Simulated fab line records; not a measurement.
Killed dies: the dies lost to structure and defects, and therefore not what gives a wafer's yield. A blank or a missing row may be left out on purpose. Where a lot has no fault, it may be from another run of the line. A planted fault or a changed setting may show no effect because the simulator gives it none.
A lot that was struck, set against a sound lot -- flow nand-harc -- 15 steps out of a route of 1159
Sound: wafers L876.2, L876.3, L876.4. Struck: wafer L886.6. (L886.1 of the same lot was not struck and is left out.) The cause comes at the end.
At each step with rows: each side's tool, then ch and its chambers, then its first start. Under that, the readings that differ: sound wafers -- struck wafers -- difference of the means -- sigmas: that difference in standard deviations of wafers without a fault.
alike: same words and numbers on both sides, and readings whose means sit less than 2 such deviations apart. not compared: any withheld reading, any reading some wafer has no value for, any bound like >300 that may hide the same value, and any number with overlapping values for which the record gives no deviation.
The two part at a step that has a row with sigmas, a row that says differs or no value, or rows on one side only. Non-overlapping numbers with no deviation appear without sigmas and do not part them. Lack of a reading on every wafer of one side parts them only where that side has two or more wafers.

first, 1 step without rows for these wafers: NHARC_A_ONON_D1_DEP_09 (target thk 1000 nm).
NHARC_A_ONON_D1_THK_MEAS_11: measures by ellipsometry.
  sound on film-metro-02 at day 8 16:05; struck on film-metro-02 at day 10 19:24
  alike: thk-nm
then NHARC_A_ONON_D1_DEP_12 (target thk 1000 nm), 1 step lacking rows for these wafers.
NHARC_A_ONON_D1_THK_MEAS_14: measures by ellipsometry.
  sound on film-metro-02 at day 8 16:39; struck on film-metro-01 at day 10 19:58
  alike: thk-nm
then, 2 steps without rows for these wafers: NHARC_A_ONON_D1_ANNEAL_15 (time 3600 s); NHARC_A_ONON_D1_DEP_16 (target thk 1000 nm).
NHARC_A_ONON_D1_THK_MEAS_18: measures by ellipsometry.
  sound on film-metro-02 at day 8 23:44; struck on film-metro-02 at day 11 05:39
  alike: thk-nm
then NHARC_A_ONON_D1_DEP_19 (target thk 1000 nm), 1 step lacking rows for these wafers.
NHARC_A_ONON_D1_THK_MEAS_21: measures by ellipsometry.
  sound on film-metro-02 at day 9 00:18; struck on film-metro-01 at day 11 06:13
  alike: thk-nm
then NHARC_A_ONON_D1_DEP_22 (target thk 1000 nm), 1 step lacking rows for these wafers.
NHARC_A_ONON_D1_THK_MEAS_24: measures by ellipsometry.
  sound on film-metro-02 at day 9 00:52; struck on film-metro-01 at day 11 06:47
  alike: thk-nm
NHARC_A_ONON_D1_DEP_25: target thk 1000 nm.
  sound on pecvd-onon-01 ch 0, day 9 00:59; struck on pecvd-onon-01 ch 0, day 11 06:50
  alike: sih4-flow-sccm
NHARC_A_ONON_D1_THK_MEAS_27: measures by ellipsometry.
  sound on film-metro-01 at day 9 01:26; struck on film-metro-01 at day 11 07:21
reading,sound,struck,difference,sigmas
thk-nm (nm),991 990 993,1500,+509,+46
then NHARC_A_ONON_D1_DEP_28 (target thk 1000 nm), 1 step lacking rows for these wafers.
-- break in the record here, with 11 days between the starts of the struck wafers on either side (left off in module A_ONON_D1, picked up again in module END, where the first step shown is number 1159 on the route) --
NHARC_END_SORT_01:
  at this point the record logs the struck wafers (prober-01 ch 0, day 22 07:24) and has no rows for the sound ones

WHERE THEY PART
At NHARC_A_ONON_D1_THK_MEAS_27 first; at NHARC_END_SORT_01 last (within this record only).

WHY: whatever the simulator had introduced
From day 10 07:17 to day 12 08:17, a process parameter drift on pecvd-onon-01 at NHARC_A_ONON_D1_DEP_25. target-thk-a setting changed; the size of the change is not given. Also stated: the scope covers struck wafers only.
